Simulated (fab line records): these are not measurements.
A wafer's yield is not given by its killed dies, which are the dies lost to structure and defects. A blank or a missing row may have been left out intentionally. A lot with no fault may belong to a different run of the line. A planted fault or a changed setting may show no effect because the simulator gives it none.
fab line records	flow nandHarc	part 1 of 2: steps 1 to 30 of 43
record lots=5	wafers=15	lastDay=25
route steps=1159 shown P_BONDPAD@373 A_START@389 A_ZERO_WELL@390 A_SOURCE_PLATE@413
lots with no fault: from the same line, run without faults
startH: the number of hours between the record's first day and the start of the first shown wafer of the lot	waitH: how many hours have passed since the lot's step before this one	" as in the row above	L1.1+2: several wafers, shown together as one row	- no value present, or no start provided	* or withheld: withheld	< > ~ a bound
route shown NAME@n: names a module that has steps shown in the file, with the first one's number in the route	usual: mean/standard deviation of fault-free wafers	same: alike in all rows	chamber/n: place in a boat	sites: per-site readings	_std_site: the values' standard deviation	_edge_site: mean of outer sites minus mean of inner sites	radiusMm: for every site, how far away it sits from the centre of the wafer	mask NAME#n: copy n	behind: the last tool/chamber to shape the wafer	hold: why the lot went on hold/how many hours it stayed there/how the hold came to an end	device: which transistor (n, p or np) failed to switch	end of line: tests run on the same wafers once the route is complete	where a step has no rows: the recipe by itself	killed: at the first sort, the dies lost to defects and structure; wafer yield is something else	map: dies across one wafer; x = killed, . = not, _ = none there
set.NAME: the setting as run; set.NAME@STEP: as run at that earlier step	model.NAME: the simulator's own value behind a step, which no gauge read
lots at selected steps of the route; one table per step, one row per wafer
services: when a tool's chamber went out of use (startH, in hours from the record's first day, below 0 if earlier), for how many hours, and the reason
## steps
# step NHARC_P_BONDPAD_STRIP_16
# recipe timeS=600	tempC=30	chemistry=postEtchResidueRemover
# same timeS=600
lot.wafer	tool	chamber	startH	waitH
L082.5+6+4	wetBench-08	4,6,7	176.98	-
L088.4+2+3	wetBench-08	4,5,6	205.67	-
L085.1+3+2	wetBench-08	4,7,0	206.39	-
L090.2+6+1	wetBench-10	6,1,3	229.17	-
L095.4+6+3	wetBench-08	5,7,1	250.68	-
# step NHARC_P_BONDPAD_DEGAS_25
# recipe tempC=300	timeS=60
# usual heaterPowerW=489/76
# same timeS=60
lot.wafer	tool	chamber	startH	waitH	heaterPowerW
L082.4	pvdSputter-03	-	177.25	-	507
L082.5	"	-	"	"	532
L082.6	"	-	"	"	494
L088.4	pvdSputter-03	-	205.93	-	468
L088.2	"	-	"	"	515
L088.3	"	-	"	"	516
L085.3	pvdSputter-01	-	206.66	-	464
L085.2	"	-	"	"	461
L085.1	"	-	"	"	461
L090.2	pvdSputter-01	-	229.43	-	461
L090.1	"	-	"	"	447
L090.6	"	-	"	"	477
L095.3	pvdSputter-01	-	250.95	-	477
L095.4	"	-	"	"	472
L095.6	"	-	"	"	472
# step NHARC_P_BONDPAD_PRE_CLEAN_26
# recipe timeS=30	tempC=280	gas=H2/He
# usual heaterPowerW=422/63
# same timeS=30
lot.wafer	tool	chamber	startH	waitH	heaterPowerW
L082.4	pvdSputter-03	-	-	-	449
L082.5	"	-	"	"	435
L082.6	"	-	"	"	458
L088.3	pvdSputter-03	-	-	-	453
L088.4	"	-	"	"	472
L088.2	"	-	"	"	442
L085.3	pvdSputter-01	-	-	-	422
L085.2	"	-	"	"	423
L085.1	"	-	"	"	416
L090.1	pvdSputter-01	-	-	-	422
L090.2	"	-	"	"	409
L090.6	"	-	"	"	429
L095.3	pvdSputter-01	-	-	-	416
L095.4	"	-	"	"	408
L095.6	"	-	"	"	417
# step NHARC_P_BONDPAD_PVD_17
# recipe targetThkA=50	biasV=168.6	powerW=15000	chamberPressurePa=0.12	timeS=8.06	substrateTempC=50	material=TaN
# usual throttleValvePct=29.9/1.1
# same timeS=8.06
lot.wafer	tool	chamber	startH	waitH	throttleValvePct
L082.4	pvdSputter-03	-	-	-	29.0
L082.6	"	-	"	"	29.6
L082.5	"	-	"	"	29.9
L088.2	pvdSputter-03	-	-	-	29.9
L088.4	"	-	"	"	29.6
L088.3	"	-	"	"	30.3
L085.3	pvdSputter-01	-	-	-	30.6
L085.2	"	-	"	"	29.9
L085.1	"	-	"	"	28.8
L090.1	pvdSputter-01	-	-	-	29.0
L090.2	"	-	"	"	28.9
L090.6	"	-	"	"	28.9
L095.4	pvdSputter-01	-	-	-	29.9
L095.3	"	-	"	"	28.7
L095.6	"	-	"	"	29.8
# step NHARC_P_BONDPAD_PVD_27
# recipe targetThkA=300	chamberPressurePa=5	powerW=5000	substrateTempC=30	timeS=20.49	material=Cu
# usual throttleValvePct=29.8/1.1
# same timeS=20.49
lot.wafer	tool	chamber	startH	waitH	throttleValvePct
L082.4	pvdSputter-03	-	-	-	29.5
L082.5	"	-	"	"	29.0
L082.6	"	-	"	"	29.8
L088.4	pvdSputter-03	-	-	-	30.0
L088.3	"	-	"	"	30.3
L088.2	"	-	"	"	29.0
L085.1	pvdSputter-01	-	-	-	30.6
L085.3	"	-	"	"	30.1
L085.2	"	-	"	"	29.0
L090.2	pvdSputter-01	-	-	-	30.5
L090.1	"	-	"	"	30.0
L090.6	"	-	"	"	30.6
L095.4	pvdSputter-01	-	-	-	30.7
L095.3	"	-	"	"	29.8
L095.6	"	-	"	"	28.9
# step NHARC_P_BONDPAD_ECD_18
# recipe targetThkA=4000	bathTempC=25	material=Cu
lot.wafer	tool	chamber	startH	waitH
L082.4+6+5	ecdCu-01	0,1,0	177.75	-
L088.2+3+4	ecdCu-01	1,0,1	206.34	-
L085.1+2+3	ecdCu-02	1,0,0	207.02	-
L090.2+1+6	ecdCu-02	0,1,0	229.80	-
L095.4+3+6	ecdCu-02	0,1,1	251.40	-
# step NHARC_P_BONDPAD_ANNEAL_28
# recipe tempC=225	timeS=90
# usual wafer_temp_C_max=226.2/0.4
# same timeS=90
lot.wafer	tool	chamber	startH	waitH	wafer_temp_C_max
L082.4	rtpAnneal-02	0	178.13	0.3	226.3
L082.5	"	0	"	"	226.7
L082.6	"	0	"	"	226.9
L088.2	rtpAnneal-02	0	206.72	-	226.4
L088.3	"	0	"	"	226.2
L088.4	"	0	"	"	226.5
L085.1	rtpAnneal-01	0	207.39	-	225.9
L085.2	"	0	"	"	226.0
L085.3	"	0	"	"	226.0
L090.1	rtpAnneal-02	0	230.18	-	226.8
L090.2	"	0	"	"	226.7
L090.6	"	0	"	"	226.1
L095.3	rtpAnneal-02	0	251.78	-	226.3
L095.4	"	0	"	"	226.1
L095.6	"	0	"	"	227.2
# step NHARC_P_BONDPAD_CMP_19
# recipe tOverpolishS=30	cuRecessTouchS=16	targetThkNm=160.81
# usual motorCurrentA=11.9/0.82	overpolishRunS=30.000/0.0092
lot.wafer	tool	chamber	startH	waitH	motorCurrentA	overpolishRunS
L082.4	cmp-03	0	178.38	-	10.3	30.015
L082.5	"	2	"	"	13.0	30.006
L082.6	"	3	"	"	11.4	30.005
L088.3	cmp-01	0	207.02	-	11.6	30.010
L088.4	"	2	"	"	12.5	30.000
L088.2	"	3	"	"	11.3	30.008
L085.3	cmp-03	3	207.73	-	12.1	29.998
L085.2	"	0	"	"	9.9	30.000
L085.1	"	2	"	"	13.0	30.001
L090.2	cmp-01	2	230.53	-	13.3	29.999
L090.1	"	0	"	"	12.3	29.984
L090.6	"	2	"	"	13.5	30.004
L095.4	cmp-01	1	252.08	-	11.7	30.005
L095.3	"	2	"	"	13.0	29.989
L095.6	"	0	"	"	13.0	30.000
# step NHARC_P_BONDPAD_THK_MEAS_20
# recipe thkMeasGauge=xrf
# usual thkNm=160.8/1.4
lot.wafer	tool	chamber	startH	waitH	thkNm
L082.4	filmMetro-01	-	178.65	-	159.2
L082.5	"	-	"	"	161.9
L082.6	"	-	"	"	161.9
L088.2	filmMetro-02	-	207.35	-	161.9
L088.3	"	-	"	"	159.1
L088.4	"	-	"	"	158.6
L085.1	filmMetro-02	-	208.06	-	161.1
L085.2	"	-	"	"	159.6
L085.3	"	-	"	"	160.2
L090.1	filmMetro-01	-	230.85	-	161.6
L090.2	"	-	"	"	160.0
L090.6	"	-	"	"	161.1
L095.3	filmMetro-01	-	252.35	-	160.6
L095.4	"	-	"	"	161.6
L095.6	"	-	"	"	160.5
# step NHARC_P_BONDPAD_SRD_21
# recipe timeS=30	tempC=23	dryTimeS=20	spinRpm=1500
# usual spinRpm=1499.9/0.83
# same timeS=30
lot.wafer	tool	chamber	startH	waitH	spinRpm
L082.4	wetBench-10	4	178.68	0.0	1499.8
L082.5	"	6	"	"	1500.3
L082.6	"	0	"	"	1499.8
L088.4	wetBench-10	1	207.39	0.0	1499.4
L088.3	"	2	"	"	1499.5
L088.2	"	6	"	"	1499.9
L085.1	wetBench-10	2	208.11	0.0	1497.9
L085.3	"	3	"	"	1498.2
L085.2	"	5	"	"	1500.2
L090.6	wetBench-10	4	230.90	0.0	1500.0
L090.1	"	5	"	"	1499.1
L090.2	"	0	"	"	1499.6
L095.3	wetBench-08	5	252.40	0.0	1499.7
L095.4	"	6	"	"	1500.4
L095.6	"	0	"	"	1499.2
# step NHARC_P_BONDPAD_INSPECT_23
# usual rawDefectCount=335/120
lot.wafer	tool	chamber	startH	waitH	rawDefectCount
L082.4	defectInspect-01	-	178.85	0.0	255
L082.5	"	-	"	"	461
L082.6	"	-	"	"	177
L088.2	defectInspect-02	-	207.57	0.0	411
L088.3	"	-	"	"	302
L088.4	"	-	"	"	532
L085.1	defectInspect-01	-	208.30	0.0	245
L085.2	"	-	"	"	300
L085.3	"	-	"	"	275
L090.1	defectInspect-02	-	231.06	0.0	426
L090.2	"	-	"	"	327
L090.6	"	-	"	"	288
L095.3	defectInspect-02	-	252.59	0.1	543
L095.4	"	-	"	"	297
L095.6	"	-	"	"	243
# step NHARC_P_BONDPAD_ACTIVATE_29
# recipe timeS=60	n2FlowSccm=200	arFlowSccm=0	biasPowerW=0	chemistry=N2
# usual drypumpMotorCurrentA=6.0/0.43	oesProductAu=1.005/0.0088	rfVppV=63.9/0.85	showerheadPlenumPTorr=1.72/0.052
# same timeS=60
lot.wafer	tool	chamber	startH	waitH	drypumpMotorCurrentA	oesProductAu	rfHoursCounterH	rfVppV	showerheadPlenumPTorr
L082.4	rieDiel-07	0	178.96	0.1	5.8	0.997	12	64.2	1.73
L082.6	"	1	"	"	5.8	1.004	-	63.1	1.64
L082.5	"	2	"	"	6.1	1.005	-	62.8	1.71
L088.4	rieDiel-07	3	207.63	0.1	6.3	1.018	16	62.7	1.72
L088.3	"	0	"	"	5.8	1.003	15	63.6	1.73
L088.2	"	2	"	"	6.2	1.005	16	63.3	1.71
L085.3	rieDiel-07	2	208.38	0.1	6.1	1.008	16	64.9	1.71
L085.2	"	3	"	"	6.3	1.006	16	65.1	1.72
L085.1	"	0	"	"	5.8	1.003	15	63.8	1.73
L090.1	rieDiel-05	1	231.14	0.1	5.2	1.010	23	64.5	1.82
L090.2	"	2	"	"	5.3	1.023	22	63.7	1.80
L090.6	"	0	"	"	6.5	1.008	-	63.1	1.69
L095.3	rieDiel-07	0	252.65	0.1	5.8	1.011	1	64.0	1.73
L095.6	"	0	"	"	5.8	1.009	-	63.3	1.73
L095.4	"	3	"	"	6.3	0.993	-	62.5	1.72
# step NHARC_P_BONDPAD_PRECLEAN_30
# recipe timeS=300	tempC=23	chemistry=DIW
# same timeS=300
lot.wafer	tool	chamber	startH	waitH
L082.6+4+5	wetBench-08	1,2,3	179.08	0.1
L088.4+3+2	wetBench-08	5,0,1	207.78	0.1
L085.2+1+3	wetBench-10	0,2,3	208.53	0.1
L090.6+2+1	wetBench-10	0,1,2	231.28	0.1
L095.4+3+6	wetBench-08	1,4,5	252.85	0.1
# step NHARC_P_BONDPAD_SRD_31
# recipe timeS=30	tempC=23	dryTimeS=20	spinRpm=1500
# usual spinRpm=1500.1/0.77
# same timeS=30
lot.wafer	tool	chamber	startH	waitH	spinRpm
L082.6	wetBench-08	1	-	-	1500.1
L082.4	"	2	"	"	1499.4
L082.5	"	3	"	"	1500.1
L088.4	wetBench-08	5	-	-	1500.4
L088.3	"	0	"	"	1500.3
L088.2	"	1	"	"	1499.7
L085.2	wetBench-10	0	-	-	1499.8
L085.1	"	2	"	"	1500.0
L085.3	"	3	"	"	1500.8
L090.6	wetBench-10	0	-	-	1500.9
L090.2	"	1	"	"	1500.4
L090.1	"	2	"	"	1500.1
L095.4	wetBench-08	1	-	-	1499.6
L095.3	"	4	"	"	1500.1
L095.6	"	5	"	"	1500.0
# step NHARC_A_START_INSPECT_01
# usual rawDefectCount=3.1/1.7
lot.wafer	tool	chamber	startH	waitH	rawDefectCount
L082.4	defectInspect-02	-	179.34	-	3
L082.5	"	-	"	"	1
L082.6	"	-	"	"	3
L088.2	defectInspect-02	-	208.03	-	3
L088.3	"	-	"	"	3
L088.4	"	-	"	"	4
L085.1	defectInspect-02	-	208.79	-	3
L085.2	"	-	"	"	3
L085.3	"	-	"	"	2
L090.1	defectInspect-01	-	231.53	-	1
L090.2	"	-	"	"	3
L090.6	"	-	"	"	3
L095.3	defectInspect-02	-	253.10	-	3
L095.4	"	-	"	"	0
L095.6	"	-	"	"	5
# step NHARC_A_ZERO_WELL_PRECLEAN_00
# recipe timeS=600	tempC=120	chemistry=SPM
# same timeS=600
lot.wafer	tool	chamber	startH	waitH
L082.5+6+4	wetBench-04	2,3,5	179.42	0.1
L088.4+2+3	wetBench-03	5,7,0	208.13	0.1
L085.1+2+3	wetBench-03	5,0,1	208.88	0.1
L090.2+6+1	wetBench-01	0,2,4	231.61	0.1
L095.6+3+4	wetBench-03	6,7,0	253.19	0.1
# step NHARC_A_ZERO_WELL_SRD_01
lot.wafer	tool	chamber	startH	waitH
L082.5+6+4	wetBench-04	2,3,5	-	-
L088.4+2+3	wetBench-03	5,7,0	-	-
L085.1+2+3	wetBench-03	5,0,1	-	-
L090.2+6+1	wetBench-01	0,2,4	-	-
L095.6+3+4	wetBench-03	6,7,0	-	-
# step NHARC_A_ZERO_WELL_DEHYDRATE_02
# recipe tempC=150	timeS=120
# same timeS=120
lot.wafer	tool	chamber	startH	waitH
L082.4+5+6	lithoTrack-03	0	179.74	-
L088.2+3+4	lithoTrack-05	0	208.43	-
L085.1+2+3	lithoTrack-05	0	209.20	-
L090.1+2+6	lithoTrack-05	0	231.92	-
L095.3+4+6	lithoTrack-03	0	253.50	-
# step NHARC_A_ZERO_WELL_HMDS_03
# recipe timeS=30
# same timeS=30
lot.wafer	tool	chamber	startH	waitH
L082.4+5+6	lithoTrack-03	0	-	-
L088.2+3+4	lithoTrack-05	0	-	-
L085.1+2+3	lithoTrack-05	0	-	-
L090.1+2+6	lithoTrack-05	0	-	-
L095.3+4+6	lithoTrack-03	0	-	-
# step NHARC_A_ZERO_WELL_COAT_18
# recipe tempC=200	timeS=65
# same timeS=65
lot.wafer	tool	chamber	startH	waitH
L082.4+5+6	lithoTrack-03	0	-	-
L088.2+3+4	lithoTrack-05	0	-	-
L085.1+2+3	lithoTrack-05	0	-	-
L090.1+2+6	lithoTrack-05	0	-	-
L095.3+4+6	lithoTrack-03	0	-	-
# step NHARC_A_ZERO_WELL_COAT_04
# recipe spinRpm=2000	resistThkNm=600
# usual dispensePressureKPa=48/3.9
lot.wafer	tool	chamber	startH	waitH	dispensePressureKPa
L082.4	lithoTrack-03	0	-	-	43
L082.5	"	0	"	"	43
L082.6	"	0	"	"	43
L088.2	lithoTrack-05	0	-	-	52
L088.3	"	0	"	"	51
L088.4	"	0	"	"	52
L085.1	lithoTrack-05	0	-	-	52
L085.2	"	0	"	"	52
L085.3	"	0	"	"	51
L090.1	lithoTrack-05	0	-	-	51
L090.2	"	0	"	"	51
L090.6	"	0	"	"	51
L095.3	lithoTrack-03	0	-	-	43
L095.4	"	0	"	"	43
L095.6	"	0	"	"	43
# step NHARC_A_ZERO_WELL_SOFTBAKE_05
# recipe tempC=125	timeS=70
# same timeS=70
lot.wafer	tool	chamber	startH	waitH
L082.4+5+6	lithoTrack-03	0	-	-
L088.2+3+4	lithoTrack-05	0	-	-
L085.1+2+3	lithoTrack-05	0	-	-
L090.1+2+6	lithoTrack-05	0	-	-
L095.3+4+6	lithoTrack-03	0	-	-
# step NHARC_A_ZERO_WELL_EBR_06
lot.wafer	tool	chamber	startH	waitH
L082.4+5+6	lithoTrack-03	0	-	-
L088.2+3+4	lithoTrack-05	0	-	-
L085.1+2+3	lithoTrack-05	0	-	-
L090.1+2+6	lithoTrack-05	0	-	-
L095.3+4+6	lithoTrack-03	0	-	-
# step NHARC_A_ZERO_WELL_EXPOSE_07
# recipe na=0.55	doseMj=33.85	maskId=A_ZERO
lot.wafer	tool	chamber	startH	waitH	mask
L082.4+5+6	krfScanner-04	0	180.04	-	A_ZERO#0
L088.2+3+4	krfScanner-01	0	208.60	-	A_ZERO#0
L085.1+2+3	krfScanner-02	0	209.49	-	A_ZERO#0
L090.1+2+6	krfScanner-04	0	232.09	-	A_ZERO#0
L095.3+4+6	krfScanner-02	0	253.80	-	A_ZERO#0
# step NHARC_A_ZERO_WELL_PEB_08
# recipe pebTempC=128	pebTimeS=80
lot.wafer	tool	chamber	startH	waitH
L082.4+5+6	lithoTrack-05	0	180.09	0.0
L088.2+3+4	lithoTrack-03	0	208.66	0.1
L085.1+2+3	lithoTrack-05	0	209.56	0.1
L090.1+2+6	lithoTrack-07	0	232.16	0.1
L095.3+4+6	lithoTrack-07	0	253.86	0.1
# step NHARC_A_ZERO_WELL_DEVELOP_09
# recipe timeS=50	devTempC=22
# same timeS=50
lot.wafer	tool	chamber	startH	waitH
L082.4+5+6	lithoTrack-05	0	-	-
L088.2+3+4	lithoTrack-03	0	-	-
L085.1+2+3	lithoTrack-05	0	-	-
L090.1+2+6	lithoTrack-07	0	-	-
L095.3+4+6	lithoTrack-07	0	-	-
# step NHARC_A_ZERO_WELL_CD_MEAS_10
# recipe targetCdNm=2000	landingEnergyEv=500
# usual cdNm=2000.4/1.8
lot.wafer	tool	chamber	startH	waitH	cdNm
L082.4	cdSem-01	0	180.18	-	2001.0
L082.5	"	0	"	"	2002.5
L082.6	"	0	"	"	1995.4
L088.2	cdSem-03	0	208.75	-	2000.8
L088.3	"	0	"	"	2000.6
L088.4	"	0	"	"	2002.5
L085.1	cdSem-03	0	209.65	-	1998.5
L085.2	"	0	"	"	2001.8
L085.3	"	0	"	"	2003.8
L090.1	cdSem-03	0	232.24	-	2003.1
L090.2	"	0	"	"	1999.0
L090.6	"	0	"	"	2001.1
L095.3	cdSem-01	0	253.95	-	2000.3
L095.4	"	0	"	"	2000.5
L095.6	"	0	"	"	2000.6
# step NHARC_A_ZERO_WELL_HARDBAKE_11
# recipe tempC=118	timeS=65
# same timeS=65
lot.wafer	tool	chamber	startH	waitH
L082.4+5+6	lithoTrack-07	0	180.26	-
L088.2+3+4	lithoTrack-03	0	208.83	-
L085.1+2+3	lithoTrack-03	0	209.73	-
L090.1+2+6	lithoTrack-05	0	232.32	-
L095.3+4+6	lithoTrack-03	0	254.03	-
# step NHARC_A_ZERO_WELL_DESCUM_12
# recipe timeS=3	o2FlowSccm=200	arFlowSccm=0	biasPowerW=0	chemistry=O2
# usual drypumpMotorCurrentA=5.7/0.44	oesProductAu=1.000/0.0091	rfVppV=57.8/0.92	showerheadPlenumPTorr=1.92/0.061	throttleValvePct=11.311/0.0093
# same timeS=3
lot.wafer	tool	chamber	startH	waitH	drypumpMotorCurrentA	oesProductAu	rfHoursCounterH	rfVppV	showerheadPlenumPTorr	throttleValvePct
L082.4	rieDiel-11	0	180.36	-	5.7	0.994	10	56.5	1.82	11.313
L082.6	"	1	"	"	5.3	0.990	-	57.2	1.95	11.313
L082.5	"	2	"	"	5.0	0.991	-	58.0	1.93	11.326
L088.2	rieDiel-02	0	208.92	-	6.0	0.999	4	57.9	2.03	11.304
L088.4	"	1	"	"	6.3	1.007	4	59.2	1.95	11.305
L088.3	"	2	"	"	5.2	1.012	4	57.4	1.94	11.297
L085.1	rieDiel-10	2	209.81	-	6.5	1.013	1	57.9	1.95	11.316
L085.2	"	0	"	"	5.7	1.002	1	58.2	1.89	11.314
L085.3	"	2	"	"	6.6	1.020	-	59.8	1.95	11.306
L090.2	rieDiel-02	1	232.42	-	6.4	1.005	5	57.2	1.95	11.292
L090.1	"	2	"	"	5.1	1.002	5	58.7	1.94	11.308
L090.6	"	3	"	"	5.5	1.000	-	57.1	1.97	11.299
L095.4	rieDiel-10	2	254.11	-	6.5	1.004	7	58.5	1.95	11.314
L095.3	"	3	"	"	5.6	0.986	5	59.0	1.90	11.314
L095.6	"	1	"	"	5.2	0.984	-	57.1	1.84	11.305
# step NHARC_A_ZERO_WELL_ETCH_19
# recipe targetDepthA=800	overetchA=240	timeS=87.88	ionEnergyEv=200	n2FlowSccm=150	h2FlowSccm=150	arFlowSccm=0	rfW=400	biasW=150	chemistry=N2/H2
# usual drypumpMotorCurrentA=5.7/0.46	h2FlowSccm=150.0/0.43	oesProductAu=1.000/0.0095	rfVppV=430.8/1.9	showerheadPlenumPTorr=2.05/0.066	throttleValvePct=14.172/0.0096
# same timeS=87.88
lot.wafer	tool	chamber	startH	waitH	drypumpMotorCurrentA	h2FlowSccm	oesProductAu	rfHoursCounterH	rfVppV	showerheadPlenumPTorr	throttleValvePct
L082.4	rieDiel-11	2	180.44	0.1	5.0	149.7	0.997	10	431.7	2.06	14.188
L082.6	"	3	"	"	5.6	149.7	0.994	-	429.3	1.97	14.161
L082.5	"	0	"	"	5.7	150.0	0.986	-	428.5	1.94	14.180
L088.3	rieDiel-02	2	209.00	0.1	5.2	149.8	0.996	4	431.6	2.07	14.173
L088.4	"	3	"	"	5.5	150.0	1.008	4	433.2	2.11	14.182
L088.2	"	1	"	"	6.4	150.4	1.008	4	430.6	2.08	14.181
L085.2	rieDiel-10	0	209.94	0.1	5.7	149.9	1.001	1	430.2	2.02	14.181
L085.1	"	2	"	"	6.6	149.5	1.009	1	431.2	2.08	14.167
L085.3	"	2	"	"	6.5	150.2	1.012	-	431.9	2.08	14.174
L090.1	rieDiel-02	2	232.50	0.1	5.1	150.5	1.006	5	431.1	2.07	14.180
L090.2	"	3	"	"	5.5	149.8	0.989	5	432.1	2.11	14.168
L090.6	"	1	"	"	6.3	150.1	0.991	-	431.8	2.08	14.185
L095.4	rieDiel-10	3	254.19	0.1	5.6	149.5	0.993	5	429.6	2.02	14.173
L095.3	"	1	"	"	5.2	150.3	0.984	5	428.6	1.96	14.169
L095.6	"	2	"	"	6.6	149.7	1.018	-	432.1	2.08	14.165
